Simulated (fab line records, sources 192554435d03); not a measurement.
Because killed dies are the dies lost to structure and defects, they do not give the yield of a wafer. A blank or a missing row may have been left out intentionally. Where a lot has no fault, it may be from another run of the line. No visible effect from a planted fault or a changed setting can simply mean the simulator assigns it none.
Chamber matching    flow n5Finfet    rieDiel-01 running N5_DUMMY_REMOVAL_HM_STRIP_01: 4 sister chambers
The step strips SiNx in CH3F/O2, stops on poly-Si, target depth 4 nm, time 6.8 s. 4 wafers are shown with their chamber, then 10 later ones without.

== WAFERS, EACH WITH ITS CHAMBER ==
wafer   chamber  oesProductAu (a.u.)
L078.5  1        0.58
L078.6  2        0.58
L081.1  0        0.56
L081.2  3        0.66

== WAFERS WITH NO CHAMBER GIVEN ==
wafer   oesProductAu (a.u.)
L081.6  0.57
L091.1  0.57
L091.4  0.65
L091.5  0.65
L093.3  0.55
L093.5  0.56
L093.6  0.57
L094.1  0.56
L094.4  0.56
L094.5  0.55

== WHICH CHAMBER EACH ONE RAN IN ==
wafer    from the rows above            in truth
L081.6   can't be placed: 0 or 1 or 2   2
L091.1   can't be placed: 0 or 1 or 2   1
L091.4   3                              3
L091.5   3                              3
L093.3   0                              0
L093.5   0                              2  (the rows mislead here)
L093.6   can't be placed: 0 or 1 or 2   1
L094.1   0                              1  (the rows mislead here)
L094.4   0                              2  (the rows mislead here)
L094.5   0                              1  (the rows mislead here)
3 of 10 placed correctly. Cannot be placed on the basis of these rows: 3; the candidates contain the true chamber in 3. 4 placed wrongly.
How it was worked out, from the rows above alone: a wafer's distance from a chamber is the root of the sum, over the readings, of the square of ((its reading less the chamber's mean) divided by the reading's scatter). The wafer belongs to the nearest chamber; if the next one is less than 2 further off, it can't be placed. For every chamber, the mean is computed from those of its wafers that are shown. The scatter: with one shown wafer a chamber, the root of the mean of the squares of how far each hidden wafer lies from its nearest shown one.
